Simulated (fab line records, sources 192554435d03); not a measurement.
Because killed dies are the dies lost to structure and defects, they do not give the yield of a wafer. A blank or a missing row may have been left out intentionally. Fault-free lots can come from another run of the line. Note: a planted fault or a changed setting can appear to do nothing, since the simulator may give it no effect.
Chamber matching || flow n5 finfet || N5_BEOL_M0_SAQP_ETCH_101 on rie diel-01: 4 sister chambers
The step etches SiNx in CH3F/O2, target depth 29.9 nm, time 42.7 s. 4 wafers are shown with their chamber, then 8 later ones without.

WAFERS WITH THEIR CHAMBER
{"wafer": "L080.4", "chamber": 2, "showerhead plenum p Torr (Torr)": 2.03}
{"wafer": "L080.5", "chamber": 3, "showerhead plenum p Torr (Torr)": 2.04}
{"wafer": "L082.6", "chamber": 0, "showerhead plenum p Torr (Torr)": 1.97}
{"wafer": "L084.4", "chamber": 1, "showerhead plenum p Torr (Torr)": 1.89}

WAFERS MISSING THEIR CHAMBER
{"wafer": "L084.5", "showerhead plenum p Torr (Torr)": 1.97}
{"wafer": "L084.6", "showerhead plenum p Torr (Torr)": 1.89}
{"wafer": "L087.2", "showerhead plenum p Torr (Torr)": 1.97}
{"wafer": "L087.4", "showerhead plenum p Torr (Torr)": 2.02}
{"wafer": "L087.6", "showerhead plenum p Torr (Torr)": 2.04}
{"wafer": "L092.1", "showerhead plenum p Torr (Torr)": 2.02}
{"wafer": "L092.2", "showerhead plenum p Torr (Torr)": 2.03}
{"wafer": "L092.5", "showerhead plenum p Torr (Torr)": 2.03}

CHAMBER TAKEN BY EACH
{"wafer": "L084.5", "from the rows above": 0, "in truth": 0}
{"wafer": "L084.6", "from the rows above": 1, "in truth": 1}
{"wafer": "L087.2", "from the rows above": 0, "in truth": 0}
{"wafer": "L087.4", "from the rows above": 2, "in truth": 2}
{"wafer": "L087.6", "from the rows above": 3, "in truth": 3}
{"wafer": "L092.1", "from the rows above": 2, "in truth": 2}
{"wafer": "L092.2", "from the rows above": 2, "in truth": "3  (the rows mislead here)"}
{"wafer": "L092.5", "from the rows above": 2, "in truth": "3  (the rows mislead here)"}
Correctly placed: 6 of 8. Number that these rows cannot place: 0. Wrongly placed: 2.
How it was worked out, from the rows above alone: a wafer's distance from a chamber is the root of the sum, over the readings, of the square of ((its reading less the chamber's mean) divided by the reading's scatter). The wafer belongs to the nearest chamber; if the next one is less than 2 further off, it can't be placed. Each chamber's mean is taken over the wafers shown for it. The scatter: root of mean squared gap, hidden wafer to nearest shown wafer, with one shown wafer a chamber.
